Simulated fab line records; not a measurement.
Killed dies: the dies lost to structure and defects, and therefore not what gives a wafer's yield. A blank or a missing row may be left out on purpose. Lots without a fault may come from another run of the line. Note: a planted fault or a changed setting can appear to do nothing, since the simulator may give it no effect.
fab line records | flow n5-finfet | part 2 of 2: steps 5 to 6 of 6
record: lots: 24 wafers: 72 last-day: 17
route steps=1938 shown BEOL_M0@723 BEOL_M1@752
lots that met no fault: from a run of the same line without faults
start-h: start of the lot's first displayed wafer, in hours after the record's first day | wait-h: how many hours have passed since the lot's step before this one | " the same as in the row above | L1.1+2: a row that stands for several wafers | - no value, or no start was given | * or withheld: withheld | < > ~ a bound
route shown NAME@n: a module of which the file shows steps, and the number in the route of the first | usual: mean/standard deviation of fault-free wafers | same: alike in all rows | chamber/n: place in a boat | sites: the reading at each site | _std_site: standard deviation across them | _edge_site: inner sites' mean taken away from outer sites' mean | radius-mm: how far each site lies from the wafer's centre | mask NAME#n: copy n | behind: the tool/chamber that last shaped the wafer | hold: the reason the lot was held/the length of the hold in hours/how it ended | device: names the non-switching transistor (n, p or np) | end of line: the route-end tests of the same wafers | a step with no rows: only its recipe | killed: at the first sort, the dies lost to defects and structure; wafer yield is something else | map: per-die view of a wafer (x killed, . not killed, _ where there is no die)
set.NAME: the setting that was run; set.NAME@STEP: the one run at that earlier step | model.NAME: the simulator's own value behind a step, which no gauge read
route steps across a sampled set of lots; one table per step, one row per wafer
services: the hour from which a tool's chamber was out of use, counted from the record's first day as start-h (under 0 if before that day), plus the number of hours and why
== steps ==
step: N5_BEOL_M1_STRIP_19
recipe: chemistry: O2 power-w: 400 temp-c: 40 pressure-mtorr: 30 rf-frequency-hz: 6e+07 bias-power-w: 0 overash-fraction: 0.2 o2-flow-sccm: 225
usual: drypump-motor-current-A: 5.7/0.64 oes-product-au: 0.77/0.084 rf-vpp-V: 3.6/0.45 showerhead-plenum-p-Torr: 2.09/0.09 throttle-valve-pct: 16.67/0.2
columns lot.wafer tool chamber start-h wait-h drypump-motor-current-A oes-product-au rf-hours-counter-h rf-vpp-V showerhead-plenum-p-Torr throttle-valve-pct
L074.2 rie-diel-03 3 118.47 0.2 5.2 0.79 106 3.8 1.94 16.43
L074.5 " 0 " " 5.3 0.72 - 3.5 2.17 16.66
L074.6 " 3 " " 5.3 0.79 - 2.6 1.94 16.44
L075.3 rie-diel-01 1 133.73 0.1 5.8 0.96 15 3.9 2.24 16.42
L075.4 " 0 " " 6.0 0.69 - 2.8 2.16 16.90
L075.5 " 2 " " 6.3 0.75 - 4.8 2.17 16.91
L077.1 rie-diel-01 3 138.51 0.1 4.9 0.67 237 2.9 2.15 16.65
L077.3 " 2 " " 6.4 0.75 169 4.2 2.17 16.91
L077.5 " 3 " " 4.9 0.68 - 4.1 2.15 16.65
L076.2 rie-diel-05 1 138.53 0.1 6.0 0.69 237 4.0 2.07 16.96
L076.4 " 2 " " 6.2 0.73 160 3.8 2.02 16.84
L076.6 " 1 " " 6.0 0.68 - 4.0 2.07 16.97
L078.1 rie-diel-05 0 154.94 0.3 4.7 0.90 30 4.3 2.04 16.39
L078.3 " 2 " " 6.2 0.72 166 3.9 2.02 16.85
L078.6 " 0 " " 4.7 0.90 - 3.6 2.04 16.38
L079.1 rie-diel-03 3 155.08 0.1 5.2 0.78 117 3.3 1.93 16.44
L079.4 " 0 " " 5.4 0.71 222 3.4 2.17 16.67
L079.6 " 3 " " 5.2 0.78 - 3.9 1.93 16.45
L080.1 rie-diel-05 1 156.16 0.1 6.0 0.68 243 3.5 2.07 16.97
L080.3 " 2 " " 6.2 0.72 166 4.1 2.02 16.85
L080.6 " 0 " " 4.7 0.89 - 3.4 2.04 16.39
L081.1 rie-diel-05 0 161.66 0.1 4.7 0.88 33 2.8 2.04 16.39
L081.4 " 1 " " 6.0 0.68 245 3.4 2.07 16.99
L081.6 " 0 " " 4.7 0.88 - 4.4 2.04 16.39
L082.1 rie-diel-05 3 168.25 0.1 6.8 0.78 141 3.5 2.01 16.64
L082.4 " 1 " " 6.0 0.68 247 3.7 2.07 16.98
L082.6 " 3 " " 6.8 0.79 - 4.1 2.01 16.65
L083.1 rie-diel-05 1 175.25 0.1 6.0 0.67 249 3.3 2.06 16.98
L083.2 " 0 " " 4.7 0.87 36 3.8 2.04 16.39
L083.4 " 3 " " 6.8 0.77 143 2.8 2.01 16.66
L084.3 rie-diel-01 0 180.49 0.1 6.0 0.68 249 3.1 2.16 16.93
L084.5 " 2 " " 6.3 0.74 - 3.5 2.16 16.95
L084.6 " 1 " " 5.8 0.92 - 3.2 2.23 16.43
L085.2 rie-diel-01 1 191.10 0.1 5.8 0.91 35 3.2 2.23 16.44
L085.4 " 1 " " 5.8 0.91 - 4.2 2.23 16.44
L085.6 " 2 " " 6.4 0.73 - 3.0 2.16 16.96
L086.1 rie-diel-01 1 193.30 0.1 5.8 0.91 36 4.1 2.23 16.43
L086.2 " 0 " " 6.0 0.67 254 3.0 2.15 16.95
L086.4 " 1 " " 5.8 0.90 - 3.8 2.23 16.45
L087.2 rie-diel-05 1 206.25 0.1 6.0 0.98 1 4.1 2.06 16.54
L087.5 " 0 " " 4.7 0.86 - 3.9 2.04 16.42
L087.6 " 3 " " 6.8 0.77 - 3.3 2.00 16.68
L088.2 rie-diel-03 1 216.53 0.1 5.4 0.74 184 2.9 2.17 16.59
L088.3 " 3 " " 5.3 0.76 134 3.3 1.93 16.49
L088.5 " 3 " " 5.3 0.76 - 3.4 1.93 16.49
L089.2 rie-diel-03 3 217.73 0.1 5.2 0.77 135 3.6 1.93 16.48
L089.3 " 1 " " 5.4 0.73 184 3.6 2.17 16.58
L089.6 " 3 " " 5.2 0.76 - 3.1 1.93 16.48
L090.1 rie-diel-05 2 223.52 0.1 6.2 0.71 189 3.9 2.01 16.89
L090.3 " 1 " " 6.0 0.96 6 3.4 2.06 16.55
L090.6 " 3 " " 6.8 0.76 - 3.5 2.00 16.68
L091.4 rie-diel-05 2 226.23 0.1 6.2 0.71 189 4.1 2.01 16.88
L091.5 " 3 " " 6.8 0.76 - 3.2 2.00 16.69
L091.6 " 2 " " 6.2 0.70 - 3.8 2.01 16.89
L092.1 rie-diel-03 0 234.17 0.3 5.3 0.69 242 3.1 2.16 16.72
L092.4 " 3 " " 5.3 0.75 139 3.8 1.93 16.49
L092.6 " 1 " " 5.4 0.72 - 3.4 2.17 16.59
L093.1 rie-diel-01 3 239.21 0.1 4.9 0.93 13 4.4 2.14 16.27
L093.4 " 1 " " 5.8 0.88 52 3.8 2.22 16.49
L093.5 " 1 " " 5.8 0.88 - 3.3 2.22 16.48
L094.2 rie-diel-05 1 243.81 0.1 6.0 0.94 13 4.1 2.06 16.56
L094.3 " 2 " " 6.2 0.71 195 4.4 2.01 16.92
L094.4 " 0 " " 4.7 0.85 60 4.1 2.03 16.44
L095.1 rie-diel-05 0 252.47 0.1 4.7 0.84 62 2.7 2.03 16.45
L095.3 " 2 " " 6.2 0.71 196 3.4 2.01 16.90
L095.4 " 3 " " 6.8 0.74 168 3.8 2.00 16.71
L096.2 rie-diel-03 1 256.23 0.1 5.4 0.72 197 4.5 2.17 16.61
L096.3 " 3 " " 5.3 0.74 147 3.7 1.93 16.51
L096.6 " 1 " " 5.4 0.73 - 3.3 2.17 16.61
L097.1 rie-diel-03 3 263.88 0.1 5.2 0.75 150 3.5 1.92 16.54
L097.4 " 3 " " 5.2 0.74 - 4.0 1.92 16.52
L097.5 " 2 " " 5.1 0.73 - 3.3 2.18 16.65
step: N5_BEOL_M1_ETCHBACK_99
recipe: chemistry: CHF3 target: SiO2 target-depth-a: 50 time-s: 10.4 source-w: 215 bias-w: 47 Ar_flow_sccm: 200 CHF3_flow_sccm: 12 ion-energy-ev: 100 pressure-mtorr: 30
usual: drypump-motor-current-A: 5.7/0.61 oes-product-au: 0.79/0.095 rf-vpp-V: 240.0/2.3 showerhead-plenum-p-Torr: 2.16/0.086 throttle-valve-pct: 17.03/0.18
columns lot.wafer tool chamber start-h wait-h drypump-motor-current-A oes-product-au rf-hours-counter-h rf-vpp-V showerhead-plenum-p-Torr throttle-valve-pct
L074.2 rie-diel-01 3 123.17 3.9 4.9 0.67 232 239.9 2.22 17.11
L074.5 " 2 " " 6.3 0.75 - 239.5 2.23 17.35
L074.6 " 3 " " 4.9 0.68 - 240.4 2.22 17.12
L075.3 rie-diel-05 3 137.72 3.3 6.8 0.79 130 236.7 2.08 17.11
L075.4 " 2 " " 6.2 0.72 159 239.3 2.06 17.17
L075.5 " 3 " " 6.8 0.78 - 237.9 2.08 17.12
L077.1 rie-diel-03 0 140.73 0.4 5.4 0.71 217 241.9 2.21 16.98
L077.3 " 1 " " 5.4 0.75 163 242.6 2.24 16.94
L077.5 " 1 " " 5.4 0.76 - 242.1 2.24 16.94
L076.2 rie-diel-05 3 141.02 0.6 6.8 0.78 132 237.3 2.08 17.12
L076.4 " 2 " " 6.2 0.72 161 237.2 2.06 17.16
L076.6 " 2 " " 6.2 0.73 - 238.3 2.06 17.18
L079.1 rie-diel-03 0 157.18 0.7 5.4 0.70 222 242.0 2.21 17.00
L079.4 " 1 " " 5.4 0.75 168 243.6 2.24 16.95
L079.6 " 2 " " 5.1 0.76 - 239.1 2.23 16.94
L078.1 rie-diel-01 1 160.28 3.9 5.8 0.92 24 242.3 2.29 16.83
L078.3 " 0 " " 6.0 0.68 244 241.0 2.20 17.26
L078.6 " 1 " " 5.8 0.94 - 239.9 2.29 16.81
L080.1 rie-diel-05 0 160.32 3.3 4.7 0.90 32 239.2 2.11 16.88
L080.3 " 3 " " 6.7 0.78 139 236.3 2.08 17.14
L080.6 " 3 " " 6.7 0.77 - 236.9 2.08 17.14
L081.1 rie-diel-01 3 163.62 1.2 4.9 0.67 245 240.2 2.22 17.15
L081.4 " 2 " " 6.3 0.75 177 239.4 2.23 17.38
L081.6 " 3 " " 4.9 0.67 - 239.4 2.22 17.13
L082.1 rie-diel-05 0 169.02 0.1 4.7 0.88 35 238.8 2.11 16.86
L082.4 " 1 " " 6.0 0.67 247 243.7 2.11 17.31
L082.6 " 2 " " 6.2 0.72 - 237.9 2.06 17.18
L083.1 rie-diel-03 2 179.04 3.0 5.2 0.74 150 238.8 2.23 16.94
L083.2 " 0 " " 5.4 0.70 228 242.6 2.21 16.98
L083.4 " 1 " " 5.4 0.73 174 243.8 2.23 16.95
L084.3 rie-diel-03 2 184.16 2.9 5.1 0.75 151 240.3 2.23 16.95
L084.5 " 1 " " 5.4 0.73 - 241.8 2.23 16.96
L084.6 " 2 " " 5.1 0.74 - 238.7 2.23 16.95
L085.2 rie-diel-05 0 192.03 0.1 4.7 0.86 42 236.5 2.11 16.88
L085.4 " 0 " " 4.7 0.86 - 238.8 2.11 16.89
L085.6 " 2 " " 6.2 0.71 - 237.6 2.05 17.21
L086.1 rie-diel-03 1 194.89 0.5 5.4 0.74 178 240.9 2.23 16.95
L086.2 " 2 " " 5.1 0.74 154 239.8 2.23 16.96
L086.4 " 3 " " 5.2 0.77 127 238.9 1.99 16.90
L087.2 rie-diel-01 1 211.56 4.6 5.8 0.91 42 243.2 2.28 16.86
L087.5 " 3 " " 4.9 0.96 - 239.6 2.22 16.71
L087.6 " 1 " " 5.8 0.90 - 241.7 2.28 16.87
L088.2 rie-diel-03 2 221.04 3.5 5.1 0.73 162 239.0 2.23 16.98
L088.3 " 3 " " 5.3 0.75 135 239.8 1.98 16.89
L088.5 " 0 " " 5.3 0.69 - 241.9 2.21 17.02
L090.1 rie-diel-01 1 225.51 1.0 5.8 0.88 47 240.8 2.28 16.86
L090.3 " 2 " " 6.4 0.73 200 239.5 2.22 17.43
L090.6 " 1 " " 5.8 0.89 - 241.3 2.28 16.86
L089.2 rie-diel-05 1 225.72 6.4 6.0 0.95 7 243.9 2.11 16.92
L089.3 " 2 " " 6.2 0.70 189 237.9 2.05 17.22
L089.6 " 2 " " 6.2 0.70 - 237.2 2.05 17.22
L091.4 rie-diel-01 3 229.94 2.9 4.9 0.95 11 240.7 2.21 16.74
L091.5 " 1 " " 5.8 0.89 - 243.1 2.28 16.86
L091.6 " 0 " " 6.0 1.02 - 240.6 2.20 16.85
L092.1 rie-diel-05 3 236.15 1.0 6.8 0.75 163 236.0 2.07 17.17
L092.4 " 2 " " 6.2 0.69 192 238.3 2.05 17.21
L092.6 " 3 " " 6.8 0.76 - 236.5 2.07 17.18
L093.1 rie-diel-01 1 242.13 1.9 5.8 0.88 53 241.2 2.28 16.87
L093.4 " 0 " " 6.0 1.00 6 240.7 2.20 16.85
L093.5 " 3 " " 4.9 0.94 - 238.3 2.21 16.75
L094.2 rie-diel-05 3 247.35 2.8 6.8 0.76 167 234.5 2.07 17.19
L094.3 " 0 " " 4.7 0.84 61 237.4 2.10 16.92
L094.4 " 2 " " 6.2 0.70 196 238.5 2.05 17.22
L095.1 rie-diel-03 1 253.87 0.6 5.5 0.72 196 242.0 2.23 16.99
L095.3 " 0 " " 5.4 0.69 250 242.4 2.20 17.03
L095.4 " 1 " " 5.4 0.72 - 242.0 2.23 17.02
L096.2 rie-diel-01 1 259.28 2.4 5.8 0.87 59 240.4 2.27 16.91
L096.3 " 3 " " 4.9 0.91 21 238.3 2.21 16.74
L096.6 " 0 " " 6.0 0.97 - 241.9 2.19 16.85
L097.1 rie-diel-03 2 268.15 2.8 5.2 0.73 174 238.7 2.22 16.99
L097.4 " 2 " " 5.2 0.73 - 238.1 2.22 16.99
L097.5 " 1 " " 5.5 0.72 - 243.3 2.22 17.03
== services ==
columns tool chamber start-h hours kind
rie-diel-03 1 95.95 26.3 repair
rie-diel-05 2 110.34 6.6 repair
rie-diel-05 - 125.78 2.8 pm
rie-diel-01 3 132.83 3.4 repair
rie-diel-03 - 137.82 2.8 pm
rie-diel-01 0 171.33 5.5 repair
rie-diel-01 3 177.07 - clean
rie-diel-01 3 177.07 - consumable-replace:focus-ring
rie-diel-01 3 177.07 20.5 scheduled-down
rie-diel-01 3 177.07 20.5 vent-cycle
rie-diel-05 1 180.70 - clean
rie-diel-05 1 180.70 - consumable-replace:focus-ring
rie-diel-01 0 197.61 - clean
rie-diel-01 0 197.61 - consumable-replace:focus-ring
rie-diel-01 0 197.61 26.5 scheduled-down
rie-diel-01 0 197.61 26.5 vent-cycle
rie-diel-01 - 202.49 2.8 pm
rie-diel-01 2 247.19 13.3 repair
rie-diel-03 2 251.67 11.3 repair
rie-diel-03 0 263.00 - clean
rie-diel-03 0 263.00 - consumable-replace:focus-ring
rie-diel-03 0 263.00 18.7 scheduled-down
rie-diel-03 0 263.00 18.7 vent-cycle
